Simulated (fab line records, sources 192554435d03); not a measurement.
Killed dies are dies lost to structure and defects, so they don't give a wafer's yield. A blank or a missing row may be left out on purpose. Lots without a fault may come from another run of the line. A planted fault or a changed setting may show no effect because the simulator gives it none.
Split-lot experiment | flow n5_finfet | 7 lots, 39 wafers read, on a route of 1938 steps

THE SPLIT
At N5_BEOL_M12_ETCH_59 (etches BARC in N2/H2, target depth 89 nm, overetch 26.7 nm, time 67.9 s), the setting target_depth_a was moved away from the recipe's 890 angstrom on 6 of the 39 wafers read, by +16.5% to +30.8%. The other wafers ran this setting at the recipe's value.

The reading is taken at the split's own step.

THE READING
coat_of_BEOL_M12_COAT_04.thk_nm (the simulator's own value, which no gauge read), in nm, at N5_BEOL_M12_ETCH_59 (etches BARC in N2/H2, target depth 89 nm, overetch 26.7 nm, time 67.9 s). The file gives no usual value for it. The 33 wafers here that ran the recipe average 318.1 nm, standard deviation 1.7 nm.

wafer  | tool, chamber at the split | target_depth_a as run, angstrom | against the recipe | coat_of_BEOL_M12_COAT_04.thk_nm, nm | against lot-mates on the recipe
L078.1 | rie_diel-02, 2,3           | 890                             | recipe             | 317.2                               | -
L078.3 | rie_diel-02, 2,3           | 890                             | recipe             | 317.2                               | -
L078.2 | rie_diel-02, 0             | 890                             | recipe             | 321                                 | -
L078.4 | rie_diel-02, 1             | 890                             | recipe             | 317.4                               | -
L078.5 | rie_diel-02, 2             | 890                             | recipe             | 316.4                               | -
L078.6 | rie_diel-02, 3             | 890                             | recipe             | 315.6                               | -
L083.1 | rie_diel-02, 3             | 890                             | recipe             | 318.4                               | -
L083.2 | rie_diel-02, 2             | 890                             | recipe             | 319                                 | -
L083.3 | rie_diel-02, 1             | 890                             | recipe             | 319.4                               | -
L083.4 | rie_diel-02, 0             | 890                             | recipe             | 322.4                               | -
L083.5 | rie_diel-02, 0             | 890                             | recipe             | 321.8                               | -
L083.6 | rie_diel-02, 3             | 890                             | recipe             | 318                                 | -
L087.1 | rie_diel-02, 2             | 890                             | recipe             | 318.8                               | -
L087.2 | rie_diel-02, 3             | 890                             | recipe             | 319.4                               | -
L087.6 | rie_diel-02, 3             | 890                             | recipe             | 319.4                               | -
L087.3 | rie_diel-02, 1             | 890                             | recipe             | 318.6                               | -
L087.4 | rie_diel-02, 2             | 890                             | recipe             | 319.6                               | -
L087.5 | rie_diel-02, 1             | 890                             | recipe             | 317.8                               | -
L085.1 | rie_diel-05, 1             | 1164                            | +30.8%             | 303.4                               | -14.1
L085.2 | rie_diel-05, 2             | 890                             | recipe             | 317.8                               | -
L085.3 | rie_diel-05, 0             | 1164                            | +30.8%             | 302.2                               | -15.3
L085.4 | rie_diel-05, 3             | 890                             | recipe             | 316.4                               | -
L085.5 | rie_diel-05, 0             | 890                             | recipe             | 318.2                               | -
L085.6 | rie_diel-05, 3             | 1164                            | +30.8%             | 301.6                               | -15.9
L091.2 | rie_diel-05, 1             | 890                             | recipe             | 319.4                               | -
L091.3 | rie_diel-05, 2             | 890                             | recipe             | 318.2                               | -
L091.5 | rie_diel-05, 3             | 890                             | recipe             | 317.4                               | -
L097.1 | rie_diel-05, 3             | 1037                            | +16.5%             | 308.8                               | -9.1
L097.2 | rie_diel-05, 1             | 890                             | recipe             | 318.6                               | -
L097.3 | rie_diel-05, 2             | 890                             | recipe             | 316.8                               | -
L097.4 | rie_diel-05, 0,1           | 1037                            | +16.5%             | 309.8                               | -8.1
L097.6 | rie_diel-05, 0,1           | 1037                            | +16.5%             | 309.8                               | -8.1
L097.5 | rie_diel-05, 2             | 890                             | recipe             | 318.4                               | -
L096.1 | rie_diel-05, 2,0           | 890                             | recipe             | 315.8                               | -
L096.4 | rie_diel-05, 2,0           | 890                             | recipe             | 315.8                               | -
L096.2 | rie_diel-05, 3             | 890                             | recipe             | 315.2                               | -
L096.3 | rie_diel-05, 1             | 890                             | recipe             | 317.6                               | -
L096.5 | rie_diel-05, 3             | 890                             | recipe             | 316                                 | -
L096.6 | rie_diel-05, 0             | 890                             | recipe             | 317                                 | -
Where a row lists several chambers, the file gives one row for several wafers and doesn't say which wafer went through which chamber.

THE FIT
A straight line over all 39 wafers: coat_of_BEOL_M12_COAT_04.thk_nm changes by -0.511 nm for each +1% of target_depth_a; r = -0.95; the points scatter about the line by 1.6 nm.
The same after taking each lot's own level away (the mean of its wafers on the recipe; 39 wafers): -0.494 nm for each +1%; r = -0.97; scatter 1.1 nm.
On that fit, the largest move of target_depth_a shifts the reading by 15 nm.
The lots' own levels span 316.23 to 319.83 nm, that is 2.1 times the standard deviation above.
So the lot-to-lot level changes the slope little: the two slopes agree.
Check: with one of the wafers moved furthest among these (+30.8%) left out of the fit, the line predicts -15.6 nm for it against its lot-mates. It came out at -14.1 nm against them.

OTHER SPLITS ON THESE WAFERS
These wafers also went through other splits before the reading. Each is held against what the fit with the lots' levels taken away leaves over:
other split on the same wafers | wafers away from the commonest value | r with coat_of_BEOL_M12_COAT_04.thk_nm (lot level and that fit taken away)
N5_BEOL_M5_DEP_56 target_thk_a | 15                                   | +0.24
N5_BEOL_M9_ILD_DEP_00 time_s   | 15                                   | +0.11

THE FILE'S OWN FIT
coat_of_BEOL_M12_COAT_04.thk_nm changes by -0.495 nm for each +1% of target_depth_a, r = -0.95.
